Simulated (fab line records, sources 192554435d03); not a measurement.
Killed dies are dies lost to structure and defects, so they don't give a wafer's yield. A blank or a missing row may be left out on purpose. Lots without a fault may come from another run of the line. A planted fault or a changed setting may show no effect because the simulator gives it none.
Split-lot experiment | flow n5_finfet | 7 lots, 21 wafers read, on a route of 1938 steps

THE SPLIT
At N5_BEOL_M6_COAT_60 (time 60 s, resist thk 35 nm), the setting spin_rpm was moved away from the recipe's 1500 rpm on 8 of the 21 wafers read, by -9.4% to +8.7%. The other wafers ran this setting at the recipe's value.

FROM THE SPLIT TO THE READING: what the file shows between them, 4 steps
- N5_BEOL_M6_COAT_05: resist thk 90 nm
- N5_BEOL_M6_EBR_07
- N5_BEOL_M6_DESCUM_16: chemistry O2, time 7.9 s
- N5_BEOL_M6_ETCH_61: etches SiARC in CF4, target depth 45.5 nm, time 75.8 s

THE READING
SiARC_of_BEOL_M6_COAT_60.thk_nm (the simulator's own value, which no gauge read), in nm, at N5_BEOL_M6_ETCH_62 (etches SOC in N2/H2, target depth 110 nm, overetch 22 nm, time 165 s). The file gives no usual value for it. The 13 wafers here that ran the recipe average 28.4 nm, standard deviation 0.47 nm.

wafer  | tool, chamber at the split | spin_rpm as run, rpm | against the recipe | SiARC_of_BEOL_M6_COAT_60.thk_nm, nm | against lot-mates on the recipe
L076.1 | litho_track-01, 0          | 1500                 | recipe             | 28.4                                | -
L076.4 | litho_track-01, 0          | 1364                 | -9.1%              | 30.2                                | +1.1
L076.5 | litho_track-01, 0          | 1500                 | recipe             | 29.8                                | -
L080.1 | litho_track-05, 0          | 1500                 | recipe             | 28.2                                | -
L080.2 | litho_track-05, 0          | 1500                 | recipe             | 27.6                                | -
L080.4 | litho_track-05, 0          | 1548                 | +3.2%              | 28                                  | +0.1
L081.3 | litho_track-01, 0          | 1575                 | +5.0%              | 27.2                                | -1.0
L081.4 | litho_track-01, 0          | 1575                 | +5.0%              | 27.4                                | -0.8
L081.5 | litho_track-01, 0          | 1500                 | recipe             | 28.2                                | -
L090.4 | litho_track-05, 0          | 1500                 | recipe             | 28.2                                | -
L090.5 | litho_track-05, 0          | 1500                 | recipe             | 28.4                                | -
L090.6 | litho_track-05, 0          | 1500                 | recipe             | 28.4                                | -
L091.2 | litho_track-01, 0          | 1500                 | recipe             | 28                                  | -
L091.3 | litho_track-01, 0          | 1500                 | recipe             | 28.4                                | -
L091.6 | litho_track-01, 0          | 1630                 | +8.7%              | 27                                  | -1.2
L092.2 | litho_track-03, 0          | 1371                 | -8.6%              | 30                                  | +1.6
L092.4 | litho_track-03, 0          | 1371                 | -8.6%              | 29.8                                | +1.4
L092.5 | litho_track-03, 0          | 1500                 | recipe             | 28.4                                | -
L097.2 | litho_track-05, 0          | 1359                 | -9.4%              | 30.2                                | +1.7
L097.3 | litho_track-05, 0          | 1500                 | recipe             | 28.4                                | -
L097.4 | litho_track-05, 0          | 1500                 | recipe             | 28.6                                | -

THE FIT
A straight line over all 21 wafers: SiARC_of_BEOL_M6_COAT_60.thk_nm changes by -0.184 nm for each +1% of spin_rpm; r = -0.91; the points scatter about the line by 0.41 nm.
The same after taking each lot's own level away (the mean of its wafers on the recipe; 21 wafers): -0.155 nm for each +1%; r = -0.92; scatter 0.32 nm.
On that fit, the largest move of spin_rpm shifts the reading by 1.5 nm.
The lots' own levels span 27.90 to 29.10 nm, that is 2.5 times the standard deviation above.
So the lot-to-lot level changes the slope: the two fits differ.
Check: with one of the wafers moved furthest among these (-9.4%) left out of the fit, the line predicts +1.43 nm for it against its lot-mates. It came out at +1.7 nm against them.

OTHER SPLITS ON THESE WAFERS
These wafers also went through other splits before the reading. Each is held against what the fit with the lots' levels taken away leaves over:
other split on the same wafers     | wafers away from the commonest value | r with SiARC_of_BEOL_M6_COAT_60.thk_nm (lot level and that fit taken away)
N5_BEOL_M1_ETCH_64 source_w        | 7                                    | +0.37
N5_BEOL_M3_VIA_ETCH_34 time_s      | 3                                    | -0.02
N5_BEOL_M3_TRENCH_ETCH_37 source_w | 8                                    | +0.15
N5_BEOL_M5_DESCUM_16 time_s        | 10                                   | +0.41

THE WHOLE CHAIN: every reading that the file lists as answering this split, in the file's order
step               | what it does                                                         | reading                                                                            | change (the file's fit)               | r (the file's)
N5_BEOL_M6_COAT_60 | time 60 s, resist thk 35 nm                                          | SiARC_of_BEOL_M6_COAT_60.thk_nm (the simulator's own value, which no gauge read)   | -0.187 nm for each +1% of the setting | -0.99
N5_BEOL_M6_ETCH_61 | etches SiARC in CF4, target depth 45.5 nm, time 75.8 s               | etch.depth_nm (the simulator's own value, which no gauge read)                     | -0.182 nm for each +1% of the setting | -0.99
N5_BEOL_M6_ETCH_61 | etches SiARC in CF4, target depth 45.5 nm, time 75.8 s               | CAR-ArF_of_BEOL_M6_COAT_05.thk_nm (the simulator's own value, which no gauge read) | +0.188 nm for each +1% of the setting | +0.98
N5_BEOL_M6_ETCH_62 | etches SOC in N2/H2, target depth 110 nm, overetch 22 nm, time 165 s | SiARC_of_BEOL_M6_COAT_60.thk_nm (the simulator's own value, which no gauge read)   | -0.151 nm for each +1% of the setting | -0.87

THE FILE'S OWN FIT
SiARC_of_BEOL_M6_COAT_60.thk_nm changes by -0.151 nm for each +1% of spin_rpm, r = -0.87.
